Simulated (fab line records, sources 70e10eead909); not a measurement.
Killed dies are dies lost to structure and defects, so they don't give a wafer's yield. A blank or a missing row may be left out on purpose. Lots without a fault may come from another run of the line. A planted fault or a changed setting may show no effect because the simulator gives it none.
Chamber matching | flow nand_harc | NHARC_A_CHANNEL_FILL_D1_ALD_25 on ald_hk-01: 4 sister chambers
The step deposits SiOx, target thk 60 nm, pulse time 10 s, ald cycles 600. 8 wafers are shown with their chamber, then 7 later ones without.

WAFERS WITH THEIR CHAMBER
wafer  | chamber | heater_power_w (W) | precursor_pulse_height_rel
L123.2 | 1       | 524                | 1.008
L128.2 | 1       | 515                | 0.998
L128.4 | 0       | 462                | 1.021
L131.4 | 0       | 450                | 0.972
L131.2 | 2       | 435                | 1.010
L131.3 | 3       | 407                | 0.997
L132.4 | 3       | 412                | 0.996
L132.3 | 2       | 444                | 1.014

WAFERS WITHOUT THEIR CHAMBER
wafer  | heater_power_w (W) | precursor_pulse_height_rel
L132.5 | 418                | 1.017
L137.3 | 534                | 1.003
L137.4 | 457                | 0.959
L137.6 | 447                | 1.012
L145.2 | 538                | 1.015
L145.1 | 450                | 0.996
L145.5 | 442                | 1.014

WHICH CHAMBER EACH WENT THROUGH
wafer  | from the rows above     | in truth
L132.5 | can't be placed: 3 or 2 | 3
L137.3 | 1                       | 1
L137.4 | can't be placed: 0 or 2 | 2
L137.6 | can't be placed: 2 or 0 | 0
L145.2 | 1                       | 1
L145.1 | can't be placed: 0 or 2 | 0
L145.5 | can't be placed: 2 or 0 | 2
Placed correctly: 2 of 7. Can't be placed from these rows: 5 (the true chamber is among the candidates in 5). Placed wrongly: 0.
How it was worked out, from the rows above alone: a wafer's distance from a chamber is the root of the sum, over the readings, of the square of ((its reading less the chamber's mean) divided by the reading's scatter). The wafer belongs to the nearest chamber; if the next one is less than 2 further off, it can't be placed. A chamber's mean is the mean of its shown wafers. The scatter: the root of (the sum of the squares of (reading less its chamber's mean) over the shown wafers, divided by (wafers less chambers)).
